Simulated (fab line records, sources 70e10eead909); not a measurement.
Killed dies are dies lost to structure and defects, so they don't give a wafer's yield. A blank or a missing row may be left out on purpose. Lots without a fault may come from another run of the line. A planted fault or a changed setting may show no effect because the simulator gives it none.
fab line records | flow nand_harc | part 1 of 2: steps 1 to 34 of 35
record lots=6 wafers=18 last_day=33
route steps=1302 shown A_CHANNEL_HOLE_D2@577 A_CHANNEL_FILL_D2@610 END@1302
lots that met no fault: from a run of the same line without faults
start_h: hours from the record's first day to the start of the lot's first wafer shown | wait_h: hours since the lot's step before | " the same as in the row above | L1.1+2: a row that stands for several wafers | - no value, or no start given | * or withheld: withheld | < > ~ a bound
route shown NAME@n: a module of which the file shows steps, and the number in the route of the first | usual: mean/standard deviation of fault-free wafers | same: alike in all rows | chamber/n: place in a boat | sites: the reading at each site | _std_site: their standard deviation | _edge_site: outer sites' mean less inner sites' | radius_mm: how far each site lies from the wafer's centre | mask NAME#n: copy n | behind: the tool/chamber that last shaped the wafer | hold: why the lot was held/for how many hours/how that ended | device: the transistor (n, p or np) that didn't switch | end of line: the same wafers' tests at the end of the route | a step without rows: its recipe alone | killed: dies lost to structure and defects at the first sort, not the wafer's yield | map: a wafer's dies, x killed, . not, _ none there
set.NAME: the setting as run; set.NAME@STEP: as run at that earlier step | model.NAME: the simulator's own value behind a step, which no gauge read
lots at some steps of the route; a table a step, a row a wafer
services: from which hour (start_h, from the record's first day; less than 0 if before it) a tool's chamber was out of use, for how many hours, and why
## steps
# step NHARC_A_CHANNEL_HOLE_D2_SOFTBAKE_05
# recipe temp_c=105 time_s=55
# step NHARC_A_CHANNEL_HOLE_D2_EBR_06
# step NHARC_A_CHANNEL_HOLE_D2_EXPOSE_07
# recipe na=1.35 target_cd_nm=100 sigma_outer=0.3 dose_mj=59.65 mask_id=HOLE_D2
# step NHARC_A_CHANNEL_HOLE_D2_PEB_08
# recipe peb_temp_c=100 peb_time_s=65
# step NHARC_A_CHANNEL_HOLE_D2_DEVELOP_09
# recipe develop_time_s=35 dev_temp_c=23
# step NHARC_A_CHANNEL_HOLE_D2_CD_MEAS_10
# recipe target_cd_nm=100 landing_energy_ev=500
# usual cd_nm=99.9/0.53
# columns lot.wafer tool chamber start_h wait_h cd_nm
L503.1 cd_sem-02 0 387.91 - 99.5
L503.5 " 0 " " 99.3
L503.6 " 0 " " 98.8
L507.2 cd_sem-01 0 412.13 - 100.5
L507.3 " 0 " " 100.1
L507.5 " 0 " " 100.4
L511.4 cd_sem-01 0 461.74 - 99.6
L511.5 " 0 " " 100.3
L511.6 " 0 " " 99.4
L512.2 cd_sem-01 0 468.93 - 99.5
L512.3 " 0 " " 100.7
L512.6 " 0 " " 100.6
L513.1 cd_sem-03 0 492.58 - 100.0
L513.5 " 0 " " 99.3
L513.6 " 0 " " 100.1
L514.1 cd_sem-03 0 499.63 - 100.3
L514.4 " 0 " " 99.6
L514.6 " 0 " " 99.4
# step NHARC_A_CHANNEL_HOLE_D2_OVL_MEAS_11
# usual overlay_x_nm=-0.3/0.78 overlay_y_nm=0.2/0.77
# columns lot.wafer tool chamber start_h wait_h overlay_x_nm overlay_y_nm
L503.1 overlay-01 - 387.99 - 0.4 -0.5
L503.5 " - " " 0.0 -0.5
L503.6 " - " " 0.2 -0.5
L507.2 overlay-01 - 412.22 - 0.9 0.2
L507.3 " - " " 0.5 0.5
L507.5 " - " " 0.6 0.5
L511.4 overlay-01 - 461.83 - -0.4 -1.2
L511.5 " - " " 0.0 -1.6
L511.6 " - " " -0.5 -1.2
L512.2 overlay-02 - 469.02 - -0.1 0.1
L512.3 " - " " 0.2 0.1
L512.6 " - " " 0.5 0.4
L513.1 overlay-02 - 492.67 - -1.3 -0.7
L513.5 " - " " -1.3 -1.1
L513.6 " - " " -0.9 -1.4
L514.1 overlay-02 - 499.71 - -0.2 1.0
L514.4 " - " " 0.6 1.3
L514.6 " - " " 0.9 0.6
# step NHARC_A_CHANNEL_HOLE_D2_INSPECT_12
# usual raw_defect_count=33/22
# columns lot.wafer tool chamber start_h wait_h raw_defect_count
L503.1 defect_inspect-02 - 388.03 0.0 66
L503.5 " - " " 58
L503.6 " - " " 62
L507.2 defect_inspect-01 - 412.25 0.0 5
L507.3 " - " " 7
L507.5 " - " " 16
L511.4 defect_inspect-01 - 461.86 0.0 56
L511.5 " - " " 64
L511.6 " - " " 54
L512.2 defect_inspect-01 - 469.06 0.0 52
L512.3 " - " " 50
L512.6 " - " " 50
L513.1 defect_inspect-01 - 492.71 0.0 18
L513.5 " - " " 24
L513.6 " - " " 20
L514.1 defect_inspect-02 - 499.75 0.0 16
L514.4 " - " " 17
L514.6 " - " " 20
# step NHARC_A_CHANNEL_HOLE_D2_DESCUM_15
# recipe time_s=3 o2_flow_sccm=200 ar_flow_sccm=0 bias_power_w=0 chemistry=O2
# step NHARC_A_CHANNEL_HOLE_D2_ETCH_38
# recipe target_depth_a=390 over_etch_frac=0.3 time_s=65 ion_energy_ev=80 cf4_flow_sccm=150 ar_flow_sccm=0 rf_w=300 bias_w=100 chemistry=CF4
# step NHARC_A_CHANNEL_HOLE_D2_ETCH_39
# recipe target_depth_a=2600 over_etch_frac=0.3 time_s=325 ion_energy_ev=200 n2_flow_sccm=150 h2_flow_sccm=150 ar_flow_sccm=0 rf_w=400 bias_w=150 chemistry=N2/H2
# step NHARC_A_CHANNEL_HOLE_D2_ETCH_34
# recipe target_depth_a=1540 time_s=77 cf4_flow_sccm=100 chf3_flow_sccm=30 ar_flow_sccm=0 rf_w=500 bias_w=200 chemistry=CF4/CHF3
# step NHARC_A_CHANNEL_HOLE_D2_ETCH_16
# recipe target_depth_a=31000 over_etch_frac=0.3 time_s=806 ion_energy_ev=150 o2_flow_sccm=400 cos_flow_sccm=20 ar_flow_sccm=0 rf_w=500 bias_w=300 chemistry=O2/COS
# usual bias_w=300.0/0.82 drypump_motor_current_A=5.8/0.37 oes_product_au=1.001/0.011 rf_vpp_V=312.9/1.3 showerhead_plenum_p_Torr=3.02/0.074 throttle_valve_pct=28.330/0.0096
# columns lot.wafer tool chamber start_h wait_h bias_w drypump_motor_current_A oes_product_au rf_hours_counter_h rf_vpp_V showerhead_plenum_p_Torr throttle_valve_pct
L503.1 rie_diel-06 3 389.03 - 300.9 6.0 1.004 6 312.4 2.94 28.343
L503.6 " 1 " " 299.2 5.5 1.000 - 314.4 3.06 28.320
L503.5 " 2 " " 298.4 6.3 1.001 - 311.7 2.94 28.328
L507.2 rie_diel-06 2 412.92 - 299.9 6.3 0.982 9 311.6 2.94 28.336
L507.3 " 0 " " 299.3 5.9 0.977 7 314.0 3.03 28.341
L507.5 " 2 " " 298.8 6.3 0.991 - 312.1 2.94 28.341
L511.4 rie_diel-06 3 462.45 - 300.9 6.0 1.003 11 312.8 2.94 28.339
L511.6 " 3 " " 300.4 6.0 0.997 - 311.4 2.94 28.324
L511.5 " 0 " " 300.2 6.0 0.987 - 312.4 3.03 28.316
L512.2 rie_diel-06 0 469.64 - 299.2 5.9 0.980 10 313.4 3.03 28.312
L512.3 " 1 " " 299.5 5.5 1.008 12 314.5 3.05 28.336
L512.6 " 1 " " 301.2 5.5 1.012 - 312.6 3.05 28.322
L513.1 rie_diel-13 3 493.41 - 301.6 5.9 0.997 10 313.2 2.99 28.328
L513.6 " 1 " " 299.9 5.1 1.003 - 310.8 2.99 28.336
L513.5 " 2 " " 299.8 5.7 1.009 - 311.9 2.98 28.328
L514.1 rie_diel-06 1 500.34 - 298.2 5.5 1.003 1 314.5 3.05 28.337
L514.4 " 3 " " 300.6 6.0 0.993 1 312.9 2.94 28.340
L514.6 " 2 " " 300.2 6.3 1.000 - 313.3 2.94 28.333
# step NHARC_A_CHANNEL_HOLE_D2_CD_MEAS_18
# usual cd_nm=98.8/2.1
# columns lot.wafer tool chamber start_h wait_h cd_nm
L503.1 cd_sem-02 - 389.48 - 98.9
L503.5 " - " " 99.0
L503.6 " - " " 94.8
L507.2 cd_sem-01 - 413.44 - 102.8
L507.3 " - " " 98.6
L507.5 " - " " 99.5
L511.4 cd_sem-03 - 463.04 - 99.0
L511.5 " - " " 98.1
L511.6 " - " " 95.8
L512.2 cd_sem-03 - 470.23 - 100.8
L512.3 " - " " 101.4
L512.6 " - " " 98.4
L513.1 cd_sem-03 - 493.88 - 101.3
L513.5 " - " " 95.5
L513.6 " - " " 100.4
L514.1 cd_sem-03 - 500.92 - 103.1
L514.4 " - " " 100.9
L514.6 " - " " 100.4
# step NHARC_A_CHANNEL_HOLE_D2_ETCH_19
# recipe bias_v=1200 source_w=2500 pressure_mtorr=15 time_s=34.5 ar_flow_sccm=375 c4f8_flow_sccm=28.8 o2_flow_sccm=96.2 temp_c=-20 target_depth_a=* chemistry=C4F8/O2/Ar
# usual bias_v=1201/11 drypump_motor_current_A=5.70/0.22 showerhead_plenum_p_Torr=3.68/0.095 throttle_valve_pct=37.039/0.009
# columns lot.wafer tool chamber start_h wait_h bias_v drypump_motor_current_A rf_hours_counter_h showerhead_plenum_p_Torr throttle_valve_pct
L503.1 har_etch-02 0 398.58 9.1 1204 5.36 4 3.76 37.049
L503.6 " 1 " " 1198 5.75 - 3.74 37.039
L503.5 " 0 " " 1202 5.35 - 3.76 37.040
L507.2 har_etch-02 1 416.77 3.3 1204 5.80 19 3.74 37.035
L507.3 " 1 " " 1196 5.83 - 3.74 37.030
L507.5 " 1 " " 1205 5.81 - 3.74 37.031
L511.4 har_etch-01 1 464.65 1.6 1202 5.66 - 3.68 37.029
L511.5 " 1 " " 1203 5.68 - 3.69 37.045
L511.6 " 0 " " 1198 5.95 - 3.51 37.040
L512.2 har_etch-01 0 472.63 2.4 1192 5.97 260 3.51 37.028
L512.3 " 1 " " 1214 5.66 - 3.68 37.047
L512.6 " 1 " " 1195 5.67 - 3.68 37.030
L513.1 har_etch-02 1 493.97 0.1 1211 5.81 65 3.71 37.042
L513.6 " 0 " " 1201 5.36 - 3.72 37.038
L513.5 " 1 " " 1193 5.78 - 3.71 37.031
L514.1 har_etch-02 1 500.99 0.1 1202 5.81 69 3.71 37.056
L514.4 " 0 " " 1202 5.35 - 3.72 37.039
L514.6 " 0 " " 1194 5.36 - 3.72 37.024
# step NHARC_A_CHANNEL_HOLE_D2_ETCH_20
# recipe bias_v=3000 source_w=withheld pressure_mtorr=20 time_s=361.9 ar_flow_sccm=375 c4f8_flow_sccm=89.3 o2_flow_sccm=35.7 temp_c=-20 target_depth_a=16000 chemistry=C4F8/O2/Ar
# usual drypump_motor_current_A=5.69/0.22 showerhead_plenum_p_Torr=3.64/0.091 throttle_valve_pct=32.154/0.0093
# columns lot.wafer tool chamber start_h wait_h drypump_motor_current_A rf_hours_counter_h showerhead_plenum_p_Torr throttle_valve_pct
L503.1 har_etch-02 0 398.72 0.1 5.37 4 3.72 32.143
L503.6 " 1 " " 5.77 - 3.70 32.157
L503.5 " 0 " " 5.36 - 3.72 32.152
L507.2 har_etch-02 1 416.92 0.1 5.83 19 3.69 32.167
L507.3 " 1 " " 5.79 - 3.69 32.154
L507.5 " 1 " " 5.77 - 3.69 32.147
L511.4 har_etch-01 1 464.83 0.2 5.69 - 3.65 32.147
L511.5 " 1 " " 5.72 - 3.64 32.156
L511.6 " 0 " " 5.96 - 3.48 32.145
L512.2 har_etch-01 0 472.74 0.1 5.95 260 3.47 32.167
L512.3 " 1 " " 5.69 - 3.64 32.137
L512.6 " 1 " " 5.67 - 3.64 32.152
L513.1 har_etch-02 1 494.12 0.1 5.77 65 3.67 32.132
L513.6 " 0 " " 5.37 - 3.68 32.157
L513.5 " 1 " " 5.76 - 3.67 32.144
L514.1 har_etch-02 1 501.11 0.1 5.80 69 3.67 32.164
L514.4 " 0 " " 5.37 - 3.68 32.157
L514.6 " 0 " " 5.37 - 3.68 32.157
# step NHARC_A_CHANNEL_HOLE_D2_ETCH_21
# recipe bias_v=3000 source_w=withheld pressure_mtorr=20 time_s=514.3 ar_flow_sccm=375 c4f8_flow_sccm=89.3 o2_flow_sccm=35.7 temp_c=-20 target_depth_a=16000 chemistry=C4F8/O2/Ar
# step NHARC_A_CHANNEL_HOLE_D2_ETCH_22
# recipe bias_v=3000 source_w=withheld pressure_mtorr=20 time_s=666.7 ar_flow_sccm=375 c4f8_flow_sccm=89.3 o2_flow_sccm=35.7 temp_c=-20 target_depth_a=16000 chemistry=C4F8/O2/Ar
# usual drypump_motor_current_A=5.69/0.22 showerhead_plenum_p_Torr=3.64/0.091 throttle_valve_pct=32.155/0.01
# columns lot.wafer tool chamber start_h wait_h drypump_motor_current_A rf_hours_counter_h showerhead_plenum_p_Torr throttle_valve_pct
L503.1 har_etch-02 0 399.51 0.4 5.36 5 3.71 32.160
L503.6 " 1 " " 5.76 - 3.70 32.167
L503.5 " 0 " " 5.36 - 3.71 32.151
L507.2 har_etch-02 1 417.71 0.4 5.77 20 3.69 32.169
L507.3 " 1 " " 5.76 - 3.69 32.155
L507.5 " 1 " " 5.75 - 3.69 32.165
L511.4 har_etch-01 1 465.68 0.4 5.74 - 3.64 32.160
L511.5 " 1 " " 5.72 - 3.64 32.148
L511.6 " 0 " " 5.96 - 3.48 32.160
L512.2 har_etch-01 0 473.49 0.4 5.96 261 3.47 32.161
L512.3 " 1 " " 5.68 - 3.64 32.156
L512.6 " 1 " " 5.65 - 3.64 32.161
L513.1 har_etch-02 1 494.91 0.4 5.77 66 3.67 32.156
L513.6 " 0 " " 5.36 - 3.68 32.144
L513.5 " 1 " " 5.78 - 3.67 32.181
L514.1 har_etch-02 1 501.86 0.4 5.77 70 3.67 32.161
L514.4 " 0 " " 5.37 - 3.68 32.162
L514.6 " 0 " " 5.35 - 3.68 32.142
# step NHARC_A_CHANNEL_HOLE_D2_ETCH_23
# recipe bias_v=5000 source_w=withheld pressure_mtorr=20 time_s=819 ar_flow_sccm=375 c4f8_flow_sccm=89.3 o2_flow_sccm=35.7 temp_c=-20 target_depth_a=16000 chemistry=C4F8/O2/Ar
# step NHARC_A_CHANNEL_HOLE_D2_ETCH_24
# recipe bias_v=5000 source_w=withheld pressure_mtorr=20 time_s=906.2 ar_flow_sccm=375 c4f8_flow_sccm=93.8 o2_flow_sccm=31.2 temp_c=-20 target_depth_a=15000 chemistry=C4F8/O2/Ar
# step NHARC_A_CHANNEL_HOLE_D2_ETCH_25
# recipe bias_v=5000 source_w=withheld pressure_mtorr=20 time_s=1040.2 ar_flow_sccm=375 c4f8_flow_sccm=93.8 o2_flow_sccm=31.2 temp_c=-20 target_depth_a=15000 chemistry=C4F8/O2/Ar
# step NHARC_A_CHANNEL_HOLE_D2_ETCH_26
# recipe bias_v=300 source_w=2000 pressure_mtorr=30 time_s=224.1 ar_flow_sccm=375 c4f8_flow_sccm=11.4 o2_flow_sccm=113.6 temp_c=-20 target_depth_a=3000 chemistry=C4F8/O2/Ar
# usual bias_v=300.2/2.9 drypump_motor_current_A=5.70/0.22 showerhead_plenum_p_Torr=3.68/0.096 throttle_valve_pct=24.584/0.0094
# columns lot.wafer tool chamber start_h wait_h bias_v drypump_motor_current_A rf_hours_counter_h showerhead_plenum_p_Torr throttle_valve_pct
L503.1 har_etch-02 0 402.34 0.6 301.5 5.36 8 3.76 24.588
L503.6 " 1 " " 301.4 5.77 - 3.75 24.592
L503.5 " 0 " " 301.9 5.36 - 3.76 24.580
L507.2 har_etch-02 1 420.56 0.6 300.7 5.77 23 3.74 24.578
L507.3 " 1 " " 300.7 5.77 - 3.74 24.588
L507.5 " 1 " " 299.4 5.78 - 3.74 24.587
L511.4 har_etch-01 1 468.48 0.5 297.9 5.70 - 3.69 24.594
L511.5 " 1 " " 297.7 5.69 - 3.69 24.580
L511.6 " 0 " " 300.7 5.94 - 3.51 24.578
L512.2 har_etch-01 0 476.43 0.7 299.3 5.94 264 3.50 24.598
L512.3 " 1 " " 297.3 5.70 - 3.68 24.586
L512.6 " 1 " " 297.2 5.65 - 3.68 24.603
L513.1 har_etch-02 1 497.74 0.6 298.1 5.82 68 3.71 24.586
L513.6 " 0 " " 299.9 5.36 - 3.72 24.559
L513.5 " 1 " " 296.0 5.79 - 3.71 24.602
L514.1 har_etch-02 1 504.76 0.7 299.6 5.83 72 3.71 24.580
L514.4 " 0 " " 302.2 5.36 - 3.72 24.600
L514.6 " 0 " " 300.4 5.36 - 3.72 24.590
# step NHARC_A_CHANNEL_HOLE_D2_ETCH_27
# recipe bias_v=400 source_w=2000 pressure_mtorr=25 time_s=90 ar_flow_sccm=375 c4f8_flow_sccm=41.7 o2_flow_sccm=83.3 temp_c=-20 target_depth_a=4000 chemistry=C4F8/O2/Ar
# usual bias_v=400/4.1 drypump_motor_current_A=5.69/0.22 showerhead_plenum_p_Torr=3.67/0.094 throttle_valve_pct=27.620/0.009
# columns lot.wafer tool chamber start_h wait_h bias_v drypump_motor_current_A rf_hours_counter_h showerhead_plenum_p_Torr throttle_valve_pct
L503.1 har_etch-02 0 402.54 0.2 394 5.36 8 3.75 27.622
L503.6 " 1 " " 402 5.78 - 3.74 27.626
L503.5 " 0 " " 402 5.37 - 3.75 27.614
L507.2 har_etch-02 1 420.75 0.2 401 5.78 23 3.73 27.629
L507.3 " 1 " " 400 5.77 - 3.73 27.636
L507.5 " 1 " " 401 5.80 - 3.73 27.624
L511.4 har_etch-01 1 468.67 0.2 396 5.65 - 3.68 27.616
L511.5 " 1 " " 394 5.67 - 3.68 27.624
L511.6 " 0 " " 402 5.92 - 3.51 27.622
L512.2 har_etch-01 0 476.63 0.2 395 6.00 264 3.50 27.629
L512.3 " 1 " " 392 5.69 - 3.68 27.624
L512.6 " 1 " " 397 5.68 - 3.68 27.622
L513.1 har_etch-02 1 497.94 0.2 398 5.77 69 3.71 27.617
L513.6 " 0 " " 398 5.37 - 3.72 27.618
L513.5 " 1 " " 403 5.78 - 3.71 27.595
L514.1 har_etch-02 1 504.96 0.2 400 5.81 73 3.70 27.603
L514.4 " 0 " " 403 5.35 - 3.72 27.618
L514.6 " 0 " " 399 5.33 - 3.72 27.616
# step NHARC_A_CHANNEL_HOLE_D2_STRIP_41
# recipe n2_flow_sccm=150 h2_flow_sccm=150 ar_flow_sccm=0 bias_w=0 chemistry=N2/H2
# step NHARC_A_CHANNEL_HOLE_D2_STRIP_42
# recipe cf4_flow_sccm=100 chf3_flow_sccm=30 ar_flow_sccm=0 bias_w=0 chemistry=CF4/CHF3
# step NHARC_A_CHANNEL_HOLE_D2_STRIP_43
# recipe o2_flow_sccm=400 cos_flow_sccm=20 ar_flow_sccm=0 bias_w=0 chemistry=O2/COS
# step NHARC_A_CHANNEL_HOLE_D2_ETCH_44
# recipe target_depth_a=1400 overetch_a=140 time_s=77 ion_energy_ev=100 cf4_flow_sccm=80 o2_flow_sccm=20 ar_flow_sccm=0 rf_w=300 bias_w=100 chemistry=CF4/O2
# step NHARC_A_CHANNEL_HOLE_D2_STRIP_28
# recipe o2_flow_sccm=500 ar_flow_sccm=0 bias_w=0 chemistry=O2
# step NHARC_A_CHANNEL_HOLE_D2_PRECLEAN_29
# recipe time_s=* temp_c=50 bath_age_min=0 chemistry=SC1
# step NHARC_A_CHANNEL_HOLE_D2_SRD_30
# step NHARC_A_CHANNEL_HOLE_D2_CD_MEAS_31
# usual cd_nm=89.9/1.3
# columns lot.wafer tool chamber start_h wait_h cd_nm
L503.1 cd_sem-01 - 404.05 - 89.0
L503.5 " - " " 90.6
L503.6 " - " " 90.8
L507.2 cd_sem-03 - 422.26 - 90.7
L507.3 " - " " 91.7
L507.5 " - " " 92.4
L511.4 cd_sem-02 - 470.31 - 91.1
L511.5 " - " " 91.1
L511.6 " - " " 91.5
L512.2 cd_sem-02 - 478.17 - 87.6
L512.3 " - " " 88.2
L512.6 " - " " 90.1
L513.1 cd_sem-03 - 499.45 - 89.3
L513.5 " - " " 88.5
L513.6 " - " " 89.3
L514.1 cd_sem-01 - 506.50 - 89.8
L514.4 " - " " 87.2
L514.6 " - " " 88.2
# step NHARC_A_CHANNEL_HOLE_D2_XSEM_32
# recipe landing_energy_ev=35000
# step NHARC_A_CHANNEL_HOLE_D2_INSPECT_40
# usual raw_defect_count=300/96
# columns lot.wafer tool chamber start_h wait_h raw_defect_count
L503.1 defect_inspect-01 - 404.24 - 1182
L503.5 " - " " 1218
L503.6 " - " " 1196
L507.2 defect_inspect-02 - 422.45 - 1189
L507.3 " - " " 1096
L507.5 " - " " 1168
L511.4 defect_inspect-01 - 470.49 - 542
L511.5 " - " " 337
L511.6 " - " " 396
L512.2 defect_inspect-02 - 478.36 - 514
L512.3 " - " " 584
L512.6 " - " " 464
L513.1 defect_inspect-01 - 499.64 - 287
L513.5 " - " " 150
L513.6 " - " " 295
L514.1 defect_inspect-02 - 506.68 - 283
L514.4 " - " " 284
L514.6 " - " " 331
# step NHARC_A_CHANNEL_FILL_D2_PRECLEAN_00
# recipe time_s=* temp_c=50 bath_age_min=0 chemistry=SC1
## key
first_sign step=NHARC_A_CHANNEL_HOLE_D2_INSPECT_40 reading=raw_defect_count direction=up sigmas=9.1 usual=300 struck=1175
effect step=NHARC_END_SORT_01 reading=killed_dies direction=up sigmas=4.5 usual=68 struck=149
more_kills_born_at NHARC_A_CHANNEL_HOLE_D2_ETCH_16@rie_diel-06=499
met_at NHARC_A_CHANNEL_HOLE_D2_ETCH_16
struck_wafers L503.1,L503.5,L503.6,L507.2,L507.3,L507.5
tester_left_out L503,L507
fault kind=chamber_particle_source tool=rie_diel-06 chamber=- onset_h=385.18 steps=NHARC_A_CHANNEL_HOLE_D2_ETCH_16 rate_per_visit_cm2=1.5123 end_h=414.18
# tester_left_out: of these lots the tester's yield and bins aren't shown, on N5 and GAA mostly nor the transistor test; their killed dies are dies lost to structure and defects alone, not to doping, threshold or leakage, so they don't give the yield
